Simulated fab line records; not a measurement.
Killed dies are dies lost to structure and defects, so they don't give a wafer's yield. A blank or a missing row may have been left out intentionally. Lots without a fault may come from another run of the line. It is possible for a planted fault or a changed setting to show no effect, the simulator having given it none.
fab line records	flow nandHarc
record: lots: 6	wafers: 16	lastDay: 31
route steps=1302 shown A_CHANNEL_HOLE_D1@480 A_CHANNEL_FILL_D1@490 A_DECK1_JOINT@518 END@1301
lots untouched by any fault: they come from a run of this same line in which no faults occurred
startH: the number of hours between the record's first day and the start of the first shown wafer of the lot	waitH: how many hours have passed since the lot's step before this one	" as in the row above	L1.1+2: a row that stands for several wafers	- no value, or no start given	* or withheld: withheld	< > ~ a bound
route shown NAME@n: NAME is a module with steps in the file, n the number in the route of the first one	usual: mean/standard deviation of fault-free wafers	same: alike in all rows	chamber/n: place in a boat	sites: each site's reading	_std_site: standard deviation of those values	_edge_site: the outer-site mean with the inner-site mean subtracted	radiusMm: how far each site lies from the wafer's centre	mask NAME#n: copy n	behind: tool/chamber where the wafer was last shaped	hold: cause of the lot's hold/its duration in hours/its outcome	device: whichever transistor did not switch (one of n, p or np)	end of line: tests run on the same wafers once the route is complete	for a step that has no rows: nothing shown but its recipe	killed: not the wafer's yield, but the dies lost to structure and defects at the first sort	map: dies across one wafer; x = killed, . = not, _ = none there
set.NAME: the run value of the setting; set.NAME@STEP: its run value at that earlier step	model.NAME: the simulator's own value behind a step, which no gauge read
certain route steps with their lots: each step a table, each wafer a row
services: a tool's chamber out of use, with start hour (startH, from the record's first day; less than 0 if before it), hours out, and reason
== steps ==
step: NHARC_A_CHANNEL_HOLE_D1_STRIP_41
recipe: n2FlowSccm: 150	h2FlowSccm: 150	arFlowSccm: 0	biasW: 0	chemistry: N2/H2
step: NHARC_A_CHANNEL_HOLE_D1_STRIP_42
recipe: cf4FlowSccm: 100	chf3FlowSccm: 30	arFlowSccm: 0	biasW: 0	chemistry: CF4/CHF3
step: NHARC_A_CHANNEL_HOLE_D1_STRIP_43
recipe: o2FlowSccm: 400	cosFlowSccm: 20	arFlowSccm: 0	biasW: 0	chemistry: O2/COS
step: NHARC_A_CHANNEL_HOLE_D1_ETCH_44
recipe: targetDepthA: 1400	overetchA: 140	timeS: 77	ionEnergyEv: 100	cf4FlowSccm: 80	o2FlowSccm: 20	arFlowSccm: 0	rfW: 300	biasW: 100	chemistry: CF4/O2
usual: drypumpMotorCurrentA: 6.0/0.39	oesProductAu: 1.001/0.014	rfVppV: 197.9/1.5	showerheadPlenumPTorr: 1.34/0.064	throttleValvePct: 13.396/0.009
lot.wafer	tool	chamber	startH	waitH	drypumpMotorCurrentA	oesProductAu	rfHoursCounterH	rfVppV	showerheadPlenumPTorr	throttleValvePct
L825.3	rieDiel-07	0	203.90	0.1	6.1	0.978	7	199.5	1.42	13.408
L825.2	"	3	"	"	6.1	1.002	7	198.9	1.37	13.375
L825.6	"	1	"	"	6.4	0.994	-	197.9	1.35	13.400
L824.1	rieDiel-07	0	205.27	0.1	6.1	0.977	7	198.7	1.42	13.394
L824.2	"	1	"	"	6.4	0.981	8	199.2	1.34	13.395
L824.6	"	0	"	"	6.1	0.979	-	200.4	1.42	13.403
L830.2	rieDiel-07	2	243.62	0.1	5.7	1.016	7	194.8	1.25	13.407
L830.5	"	1	"	"	6.4	1.016	-	197.2	1.34	13.398
L832.2	rieDiel-07	0	269.91	0.1	6.1	0.988	12	199.1	1.42	13.413
L832.5	"	3	"	"	6.1	0.999	-	195.8	1.36	13.409
L839.4	rieDiel-07	2	330.69	0.1	5.7	1.015	3	195.7	1.25	13.410
L839.3	"	3	"	"	6.1	0.990	2	199.9	1.36	13.393
L839.5	"	1	"	"	6.4	1.013	-	198.9	1.34	13.402
L842.3	rieDiel-07	1	362.78	0.1	6.4	1.015	6	198.5	1.34	13.396
L842.4	"	3	"	"	6.1	1.000	6	198.5	1.36	13.409
L842.5	"	2	"	"	5.7	1.018	-	197.7	1.25	13.387
step: NHARC_A_CHANNEL_HOLE_D1_STRIP_27
recipe: o2FlowSccm: 500	arFlowSccm: 0	biasW: 0	chemistry: O2
usual: drypumpMotorCurrentA: 6.0/0.38	oesProductAu: 0.999/0.014	rfVppV: 57.8/0.93	showerheadPlenumPTorr: 3.54/0.16	throttleValvePct: 17.036/0.0086
lot.wafer	tool	chamber	startH	waitH	drypumpMotorCurrentA	oesProductAu	rfHoursCounterH	rfVppV	showerheadPlenumPTorr	throttleValvePct
L825.3	rieDiel-07	3	-	-	6.1	0.999	7	56.5	3.61	17.039
L825.2	"	0	"	"	6.1	0.978	7	58.2	3.76	17.034
L825.6	"	3	"	"	6.2	0.990	-	58.9	3.60	17.038
L824.2	rieDiel-07	1	-	-	6.5	0.989	8	57.6	3.55	17.039
L824.1	"	0	"	"	6.2	0.964	7	57.7	3.75	17.036
L824.6	"	1	"	"	6.4	0.988	-	59.1	3.55	17.042
L830.2	rieDiel-07	1	-	-	6.4	0.990	11	58.1	3.55	17.043
L830.5	"	2	"	"	5.7	1.010	-	58.4	3.31	17.040
L832.2	rieDiel-07	1	-	-	6.4	0.988	13	57.4	3.55	17.046
L832.5	"	2	"	"	5.7	1.018	-	57.4	3.31	17.030
L839.4	rieDiel-07	0	-	-	6.1	0.997	2	56.7	3.75	17.035
L839.3	"	2	"	"	5.8	1.005	3	56.4	3.30	17.035
L839.5	"	3	"	"	6.2	0.988	-	58.0	3.60	17.031
L842.3	rieDiel-07	1	-	-	6.4	1.006	6	56.5	3.55	17.043
L842.4	"	3	"	"	6.1	0.986	6	57.1	3.60	17.047
L842.5	"	2	"	"	5.7	1.007	-	58.3	3.30	17.050
step: NHARC_A_CHANNEL_HOLE_D1_PRECLEAN_28
recipe: timeS: *	tempC: 50	bathAgeMin: 0	chemistry: SC1
step: NHARC_A_CHANNEL_HOLE_D1_SRD_29
step: NHARC_A_CHANNEL_HOLE_D1_CD_MEAS_30
usual: cdNm: 89.8/1.8
lot.wafer	tool	chamber	startH	waitH	cdNm
L825.2	cdSem-03	-	204.82	-	90.0
L825.3	"	-	"	"	87.4
L825.6	"	-	"	"	88.8
L824.1	cdSem-01	-	206.22	0.1	88.8
L824.2	"	-	"	"	88.1
L824.6	"	-	"	"	88.6
L830.2	cdSem-01	-	244.42	-	89.0
L830.5	"	-	"	"	90.0
L832.2	cdSem-02	-	270.74	0.1	87.8
L832.5	"	-	"	"	90.4
L839.3	cdSem-03	-	331.47	-	88.8
L839.4	"	-	"	"	89.2
L839.5	"	-	"	"	89.5
L842.3	cdSem-03	-	363.59	-	92.1
L842.4	"	-	"	"	89.8
L842.5	"	-	"	"	87.8
step: NHARC_A_CHANNEL_HOLE_D1_XSEM_31
recipe: landingEnergyEv: 35000
step: NHARC_A_CHANNEL_HOLE_D1_INSPECT_40
usual: rawDefectCount: 78/25
lot.wafer	tool	chamber	startH	waitH	rawDefectCount
L825.2	defectInspect-01	-	205.00	-	64
L825.3	"	-	"	"	43
L825.6	"	-	"	"	44
L824.1	defectInspect-02	-	206.41	-	97
L824.2	"	-	"	"	89
L824.6	"	-	"	"	106
L830.2	defectInspect-01	-	244.61	-	87
L830.5	"	-	"	"	63
L832.2	defectInspect-02	-	270.94	-	82
L832.5	"	-	"	"	55
L839.3	defectInspect-01	-	331.66	-	93
L839.4	"	-	"	"	110
L839.5	"	-	"	"	95
L842.3	defectInspect-01	-	363.77	-	87
L842.4	"	-	"	"	105
L842.5	"	-	"	"	99
step: NHARC_A_CHANNEL_FILL_D1_PRECLEAN_00
recipe: timeS: *	tempC: 50	bathAgeMin: 0	chemistry: SC1
step: NHARC_A_CHANNEL_FILL_D1_SRD_01
step: NHARC_A_CHANNEL_FILL_D1_ALD_02
recipe: targetThkA: 60	pulseTimeS: 10	aldCycles: 60	tempC: 300	material: SiO2
usual: aldCycles: 60/0	heaterPowerW: 449/54	precursorPulseHeightRel: 1.000/0.019
lot.wafer	tool	chamber	startH	waitH	aldCycles	heaterPowerW	precursorPulseHeightRel	sinceWetCleanH
L825.2	aldHk-02	3	205.19	-	60	499	1.031	23
L825.3	"	0	"	"	60	526	1.014	23
L825.6	"	3	"	"	60	510	1.007	-
L824.1	aldHk-04	3	206.61	-	60	506	1.002	117
L824.2	"	2	"	"	60	527	0.994	117
L824.6	"	0	"	"	60	448	0.992	-
L830.2	aldHk-04	1	244.95	-	80	366	1.009	155
L830.5	"	3	"	"	80	511	0.987	-
L832.2	aldHk-04	3	271.14	-	80	487	1.006	0
L832.5	"	0	"	"	80	425	0.984	-
L839.3	aldHk-02	1	331.92	-	60	456	0.990	150
L839.4	"	2	"	"	60	457	1.032	150
L839.5	"	1	"	"	60	465	1.001	-
L842.4	aldHk-02	0	363.95	-	60	526	0.958	4
L842.3	"	3	"	"	60	476	0.986	4
L842.5	"	1	"	"	60	428	1.004	-
step: NHARC_A_CHANNEL_FILL_D1_ALD_03
recipe: targetThkA: 60	pulseTimeS: 60	aldCycles: 58	tempC: 630	pressureTorr: 2	material: SiNx
step: NHARC_A_CHANNEL_FILL_D1_ALD_14
recipe: targetThkA: 25	pulseTimeS: 10	aldCycles: 25	tempC: 300	material: SiO2
step: NHARC_A_CHANNEL_FILL_D1_ALD_15
recipe: targetThkA: 20	pulseTimeS: 60	aldCycles: 19	tempC: 630	pressureTorr: 2	material: SiNx
usual: aldCycles: 19/0	precursorPulseHeightRel: 1.000/0.018
lot.wafer	tool	chamber	startH	waitH	aldCycles	precursorPulseHeightRel
L824.1	aldSinBatch-02	0	-	-	19	1.019
L824.2	"	0	"	"	19	0.976
L824.6	"	0	"	"	19	0.999
L825.2	aldSinBatch-02	0	215.31	2.8	19	1.009
L825.3	"	0	"	"	19	1.001
L825.6	"	0	"	"	19	0.989
L830.2	aldSinBatch-01	0	-	-	19	0.993
L830.5	"	0	"	"	19	0.987
L832.2	aldSinBatch-03	0	281.46	3.3	19	0.968
L832.5	"	0	"	"	19	0.998
L839.3	aldSinBatch-03	0	342.00	3.0	19	1.006
L839.4	"	0	"	"	19	0.984
L839.5	"	0	"	"	19	0.991
L842.3	aldSinBatch-02	0	-	-	19	0.971
L842.4	"	0	"	"	19	1.027
L842.5	"	0	"	"	19	1.035
step: NHARC_A_CHANNEL_FILL_D1_ALD_16
recipe: targetThkA: 15	pulseTimeS: 10	aldCycles: 15	tempC: 300	material: SiO2
step: NHARC_A_CHANNEL_FILL_D1_ANNEAL_17
recipe: tempC: 850	timeS: 1800
step: NHARC_A_CHANNEL_FILL_D1_CVD_18
recipe: targetThkA: 30	tempC: 550	material: poly-Si
step: NHARC_A_CHANNEL_FILL_D1_ETCHBACK_19
recipe: targetDepthA: 50	timeS: 1.7	hbrFlowSccm: 150	cl2FlowSccm: 50	rfW: 400	icpW: 400	biasW: 100	chemistry: HBr/Cl2
usual: drypumpMotorCurrentA: 5.7/0.38	hbrFlowSccm: 149.9/0.44	oesProductAu: 1.005/0.012	throttleValvePct: 26.406/0.0094
lot.wafer	tool	chamber	startH	waitH	drypumpMotorCurrentA	hbrFlowSccm	oesProductAu	rfHoursCounterH	throttleValvePct
L825.2	rieSi-02	3	229.16	0.4	5.9	149.7	1.032	0.9	26.400
L825.3	"	2	"	"	5.6	150.4	1.001	0.9	26.415
L825.6	"	3	"	"	5.9	149.7	1.012	-	26.407
L824.2	rieSi-04	2	229.16	0.4	5.6	149.7	0.992	0.3	26.412
L824.1	"	0	"	"	5.9	150.4	1.001	0.3	26.429
L824.6	"	2	"	"	5.6	149.8	0.982	-	26.394
L830.2	rieSi-04	1	269.47	0.4	6.4	149.7	1.008	0.6	26.402
L830.5	"	0	"	"	6.0	150.5	1.001	-	26.416
L832.2	rieSi-02	1	295.21	0.4	5.0	149.8	0.997	0.0	26.401
L832.5	"	0	"	"	5.6	150.1	1.017	-	26.404
L839.3	rieSi-03	0	357.72	0.4	5.1	150.2	0.996	0.6	26.405
L839.4	"	1	"	"	5.5	149.6	1.035	0.7	26.395
L839.5	"	1	"	"	5.5	149.7	1.031	-	26.391
L842.3	rieSi-03	3	388.63	0.4	5.7	149.8	1.003	0.9	26.412
L842.4	"	0	"	"	5.1	149.7	0.993	0.9	26.413
L842.5	"	3	"	"	5.7	150.0	1.007	-	26.402
step: NHARC_A_CHANNEL_FILL_D1_ETCHBACK_20
recipe: targetDepthA: 270	timeS: 13.5	c4f8FlowSccm: withheld	o2FlowSccm: 8	arFlowSccm: withheld	rfW: 600	biasW: 1500	chemistry: C4F8/O2/Ar
step: NHARC_A_CHANNEL_FILL_D1_STRIP_28
recipe: timeS: 20	o2FlowSccm: 500	arFlowSccm: 0	biasW: 0	chemistry: O2
usual: drypumpMotorCurrentA: 5.9/0.46	oesProductAu: 1.002/0.014	rfVppV: 58.0/0.87	showerheadPlenumPTorr: 3.62/0.13	throttleValvePct: 17.036/0.0096
lot.wafer	tool	chamber	startH	waitH	drypumpMotorCurrentA	oesProductAu	rfHoursCounterH	rfVppV	showerheadPlenumPTorr	throttleValvePct
L825.3	rieDiel-04	0	229.38	0.1	6.5	0.991	2.5	58.8	3.71	17.040
L825.2	"	1	"	"	5.2	0.998	2.4	58.5	3.50	17.058
L825.6	"	3	"	"	5.9	1.032	-	59.1	3.76	17.051
L824.1	rieDiel-05	1	229.38	0.1	5.7	0.996	9.6	57.0	3.68	17.019
L824.2	"	0	"	"	5.3	1.007	8.2	57.7	3.68	17.045
L824.6	"	2	"	"	6.0	0.985	-	58.2	3.79	17.033
L830.2	rieDiel-05	2	269.69	0.1	6.0	1.015	2.0	59.0	3.79	17.040
L830.5	"	2	"	"	6.0	1.011	-	57.6	3.79	17.023
L832.2	rieDiel-05	0	295.40	0.1	5.3	1.003	3.9	56.6	3.68	17.044
L832.5	"	0	"	"	5.3	0.994	-	58.1	3.68	17.043
L839.3	rieDiel-10	3	357.95	0.1	6.2	0.978	3.8	57.6	3.40	17.038
L839.4	"	1	"	"	5.9	1.020	3.5	58.3	3.44	17.022
L839.5	"	3	"	"	6.2	0.980	-	56.8	3.40	17.033
L842.4	rieDiel-04	3	388.85	0.1	5.9	1.015	1.4	58.3	3.76	17.034
L842.3	"	0	"	"	6.4	0.998	1.7	58.7	3.71	17.030
L842.5	"	2	"	"	6.5	1.015	-	56.8	3.44	17.047
step: NHARC_A_CHANNEL_FILL_D1_PRECLEAN_21
recipe: timeS: 30	chemistry: dHF
step: NHARC_A_CHANNEL_FILL_D1_SRD_23
step: NHARC_A_CHANNEL_FILL_D1_CVD_05
recipe: targetThkA: 50	tempC: 550	material: poly-Si
step: NHARC_A_CHANNEL_FILL_D1_ANNEAL_22
recipe: tempC: 620	timeS: 7200
step: NHARC_A_CHANNEL_FILL_D1_ALD_25
recipe: targetThkA: 600	pulseTimeS: 10	aldCycles: 600	tempC: 300	material: SiOx
step: NHARC_A_CHANNEL_FILL_D1_ETCHBACK_08
recipe: targetDepthA: 2200	timeS: 110	c4f8FlowSccm: 20	arFlowSccm: withheld	rfW: 600	biasW: 300	chemistry: C4F8
step: NHARC_A_CHANNEL_FILL_D1_STRIP_29
recipe: timeS: 20	o2FlowSccm: 500	arFlowSccm: 0	biasW: 0	chemistry: O2
step: NHARC_A_CHANNEL_FILL_D1_PRECLEAN_30
recipe: timeS: 30	chemistry: dHF
step: NHARC_A_CHANNEL_FILL_D1_SRD_31
step: NHARC_A_CHANNEL_FILL_D1_CVD_09
recipe: targetThkA: 1500	tempC: 620	pressureMtorr: 200	timeS: 3000	material: poly-Si
step: NHARC_A_CHANNEL_FILL_D1_CMP_10
recipe: targetThkNm: 150
step: NHARC_A_CHANNEL_FILL_D1_SRD_12
step: NHARC_A_CHANNEL_FILL_D1_INSPECT_13
usual: rawDefectCount: 324/120
lot.wafer	tool	chamber	startH	waitH	rawDefectCount
L825.2	defectInspect-01	-	253.04	0.0	155
L825.3	"	-	"	"	300
L825.6	"	-	"	"	190
L824.1	defectInspect-01	-	256.67	0.0	745
L824.2	"	-	"	"	345
L824.6	"	-	"	"	435
L830.2	defectInspect-01	-	293.12	0.0	383
L830.5	"	-	"	"	191
L832.2	defectInspect-01	-	321.48	0.0	207
L832.5	"	-	"	"	306
L839.3	defectInspect-02	-	381.28	0.0	337
L839.4	"	-	"	"	269
L839.5	"	-	"	"	221
L842.3	defectInspect-01	-	413.07	0.0	572
L842.4	"	-	"	"	406
L842.5	"	-	"	"	468
step: NHARC_A_DECK1_JOINT_ETCHBACK_07
recipe: targetDepthA: 1050	timeS: 26.9	hbrFlowSccm: 150	rfW: 350	icpW: 350	biasW: 60	chemistry: HBr
step: NHARC_A_DECK1_JOINT_ETCH_25
recipe: targetDepthA: 5	chemistry: dHF	material: SiO2
step: NHARC_A_DECK1_JOINT_ETCH_19
recipe: tempC: 25	targetDepthA: 30	chemistry: TMAH	material: poly-Si
step: NHARC_A_DECK1_JOINT_ETCH_18
recipe: targetDepthA: 30	chemistry: dHF	material: SiO2
step: NHARC_END_WLT_00
usual: VT_DECK1_BOTTOM: 0.873/0.0081	VT_DECK1_BOTTOM_INNER: 0.873/0.0079	VT_DECK1_MEDIAN_NEAR_BOTTOM: 0.875/0.0083	VT_DECK1_MEDIAN_NEAR_BOTTOM_INNER: 0.874/0.0082	VT_DECK1_MIDDLE: 0.886/0.0071	VT_DECK1_MIDDLE_INNER: 0.887/0.007	VT_DECK1_TOP: 0.898/0.0068	VT_DECK1_TOP_INNER: 0.898/0.007	VT_DECK2_BOTTOM: 0.876/0.0077	VT_DECK2_BOTTOM_INNER: 0.877/0.0078	VT_DECK2_MEDIAN_NEAR_BOTTOM: 0.877/0.0083	VT_DECK2_MEDIAN_NEAR_BOTTOM_INNER: 0.877/0.0077	VT_DECK2_MIDDLE: 0.888/0.0067	VT_DECK2_MIDDLE_INNER: 0.889/0.007	VT_DECK2_TOP: 0.900/0.0071	VT_DECK2_TOP_INNER: 0.899/0.0065
lot.wafer	tool	chamber	startH	waitH	VT_DECK1_BOTTOM	VT_DECK1_BOTTOM_INNER	VT_DECK1_MEDIAN_NEAR_BOTTOM	VT_DECK1_MEDIAN_NEAR_BOTTOM_INNER	VT_DECK1_MIDDLE	VT_DECK1_MIDDLE_INNER	VT_DECK1_TOP	VT_DECK1_TOP_INNER	VT_DECK2_BOTTOM	VT_DECK2_BOTTOM_INNER	VT_DECK2_MEDIAN_NEAR_BOTTOM	VT_DECK2_MEDIAN_NEAR_BOTTOM_INNER	VT_DECK2_MIDDLE	VT_DECK2_MIDDLE_INNER	VT_DECK2_TOP	VT_DECK2_TOP_INNER
L824.1	prober-01	-	573.00	0.0	0.871	0.875	0.869	0.876	0.889	0.895	0.898	0.899	0.887	0.886	0.884	0.887	0.894	0.901	0.910	0.908
L824.2	"	-	"	"	0.877	0.872	0.870	0.870	0.881	0.890	0.898	0.895	0.894	0.897	0.888	0.892	0.890	0.905	0.907	0.911
L824.6	"	-	575.53	2.6	0.866	0.877	0.864	0.873	0.883	0.882	0.897	0.900	0.877	0.885	0.883	0.880	0.890	0.893	0.906	0.901
L825.2	prober-02	-	586.88	0.6	0.877	0.879	0.880	0.885	0.888	0.896	0.902	0.908	0.871	0.874	0.874	0.869	0.887	0.875	0.903	0.899
L825.3	"	-	"	"	0.865	0.872	0.872	0.867	0.887	0.885	0.906	0.899	0.873	0.876	0.874	0.877	0.892	0.887	0.908	0.907
L825.6	"	-	588.87	2.5	0.881	0.872	0.882	0.872	0.894	0.898	0.908	0.903	0.877	0.881	0.887	0.868	0.891	0.886	0.894	0.901
L830.2	prober-01	-	617.21	0.5	0.881	0.886	0.885	0.890	0.899	0.902	0.912	0.916	0.864	0.865	0.856	0.869	0.883	0.885	0.881	0.890
L830.5	"	-	618.72	2.1	0.892	0.880	0.891	0.883	0.903	0.909	0.913	0.912	0.878	0.879	0.874	0.862	0.881	0.884	0.889	0.887
L832.2	prober-02	-	642.23	0.6	0.887	0.885	0.883	0.890	0.906	0.907	0.926	0.928	0.876	0.887	0.874	0.880	0.887	0.896	0.901	0.897
L832.5	"	-	643.72	2.0	0.894	0.890	0.893	0.891	0.908	0.899	0.923	0.917	0.880	0.872	0.880	0.876	0.890	0.889	0.896	0.897
L839.3	prober-01	-	714.16	2.4	0.869	0.869	0.869	0.867	0.881	0.886	0.890	0.897	0.878	0.882	0.882	0.883	0.887	0.876	0.888	0.898
L839.4	"	-	"	"	0.865	0.870	0.875	0.865	0.887	0.882	0.898	0.893	0.872	0.884	0.884	0.879	0.885	0.899	0.897	0.902
L839.5	"	-	"	"	0.873	0.865	0.877	0.875	0.886	0.881	0.894	0.899	0.881	0.884	0.885	0.890	0.888	0.889	0.897	0.890
L842.3	prober-01	-	727.96	1.0	0.879	0.880	0.873	0.886	0.903	0.892	0.899	0.898	0.881	0.878	0.882	0.882	0.893	0.892	0.907	0.903
L842.4	"	-	"	"	0.864	0.866	0.878	0.875	0.884	0.891	0.906	0.886	0.868	0.874	0.872	0.875	0.892	0.895	0.906	0.897
L842.5	"	-	"	"	0.856	0.862	0.855	0.867	0.875	0.872	0.896	0.898	0.887	0.887	0.889	0.878	0.903	0.891	0.897	0.904
step: NHARC_END_SORT_01
recipe: tempC: 25
usual: killedAtArray: 59/17	killedAtOther: 0.9/1.6	killedAtPeriphery: 3.7/2.3	killedDies: 64/17	killedOpen: 3.3/1.8	killedShort: 2.4/1.6
same: grossDies: 677
lot.wafer	tool	chamber	startH	waitH	killedAtArray	killedAtOther	killedAtPeriphery	killedDies	killedOpen	killedShort
L825.2	prober-02	0	590.17	2.8	46	0	1	47	2	0
L825.3	prober-02	0	590.98	3.1	46	0	2	48	2	1
L825.6	prober-02	0	593.40	4.0	48	0	1	49	7	3
L832.2	prober-02	0	645.51	2.8	64	0	7	71	2	2
L832.5	prober-02	0	647.91	3.7	57	0	8	65	4	0
killed by level:class
L825.2 A_SLIT:chamberFilmFlake=27 A_BLC:chamberFilmFlake=9 A_CHANNEL_HOLE_D2:chamberFilmFlake=4 A_BONDPAD:chamberFilmFlake=2 P_GATE:geometricParticle:open=1 A_WL_FILL:geometricParticle:open=1 A_ZERO_WELL:chamberFilmFlake=1 A_DECK1_JOINT:chamberFilmFlake=1
L825.3 A_SLIT:chamberFilmFlake=26 A_CHANNEL_HOLE_D2:chamberFilmFlake=6 A_BLC:chamberFilmFlake=5 A_BONDPAD:chamberFilmFlake=4 P_M1:geometricParticle:open=1 A_SOURCE_PLATE:geometricParticle:open=1 A_ONON_D1:geometricParticle:short=1 P_GATE:chamberFilmFlake=1
L825.6 A_SLIT:chamberFilmFlake=21 A_CHANNEL_HOLE_D2:chamberFilmFlake=4 A_CONTACT:chamberFilmFlake=4 A_ONON_D2:geometricParticle:open=2 A_ZERO_WELL:chamberFilmFlake=2 A_BLC:chamberFilmFlake=2 A_BONDPAD:chamberFilmFlake=2 A_SOURCE_PLATE:geometricParticle:short=1
L832.2 A_SLIT:chamberFilmFlake=31 A_CHANNEL_HOLE_D2:chamberFilmFlake=8 A_STAIRCASE:chamberFilmFlake=6 A_CHANNEL_HOLE_D1:chamberFilmFlake=4 A_CONTACT:chamberFilmFlake=4 P_BONDPAD:chamberFilmFlake=3 A_ZERO_WELL:chamberFilmFlake=3 A_M0:geometricParticle:open=2
L832.5 A_SLIT:chamberFilmFlake=31 A_CHANNEL_HOLE_D2:chamberFilmFlake=7 A_CHANNEL_HOLE_D1:chamberFilmFlake=5 A_STAIRCASE:chamberFilmFlake=4 P_GATE:chamberFilmFlake=3 P_BONDPAD:chamberFilmFlake=3 A_CHANNEL_FILL_D1:chamberFilmFlake=3 A_CONTACT:chamberFilmFlake=3
== services ==
tool	chamber	startH	hours	kind
rieDiel-07	-	187.93	0.4	repair
rieDiel-05	3	192.28	6.1	repair
rieSi-02	2	196.32	2.2	repair
rieDiel-04	3	207.98	7.4	repair
rieSi-03	-	210.06	0.2	repair
aldSinBatch-02	-	217.47	1.3	repair
rieSi-03	-	221.00	9.0	pm
rieDiel-05	-	230.04	9.0	pm
rieSi-04	2	232.45	6.7	repair
rieDiel-04	2	242.17	15.0	repair
rieDiel-05	3	250.10	7.9	repair
rieDiel-05	1	256.13	19.2	repair
aldSinBatch-02	-	266.00	26.0	pm
rieDiel-07	1	286.75	2.1	repair
rieDiel-04	0	287.75	23.4	repair
rieDiel-07	-	294.24	9.0	pm
rieDiel-07	1	331.49	1.4	repair
aldHk-02	-	342.46	1.2	repair
rieSi-03	0	347.58	7.6	repair
rieDiel-04	-	349.11	1.6	repair
aldHk-02	-	350.04	10.0	pm
rieDiel-04	-	354.91	9.0	pm
rieDiel-07	1	370.03	4.8	repair
rieDiel-05	1	383.10	5.0	repair
== key ==
firstSign: step: NHARC_A_CHANNEL_FILL_D1_ALD_02	reading: aldCycles	direction: up	sigmas: 99+	usual: 60	struck: 80
effect: step: NHARC_END_WLT_00	reading: VT_DECK1_TOP	direction: up	sigmas: 3	usual: 0.898	struck: 0.918
metAt NHARC_A_CHANNEL_FILL_D1_ALD_02
struckWafers L830.2,L830.5,L832.2,L832.5
testerLeftOut L830,L832
onsetBetween 206.61 244.95
fault: kind: processParameterDrift	tool: aldHk-04	chamber: -	onsetH: 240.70	steps: NHARC_A_CHANNEL_FILL_D1_ALD_02	channel: aldCycles	offset: 20	shape: step	endH: 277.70	scope: struckWafersOnly	actsIn: theseRecipesOnly	stated: 60
testerLeftOut: of these lots the tester's yield and bins aren't shown, on N5 and GAA mostly nor the transistor test; their killed dies are dies lost to structure and defects alone, not to doping, threshold or leakage, so they don't give the yield
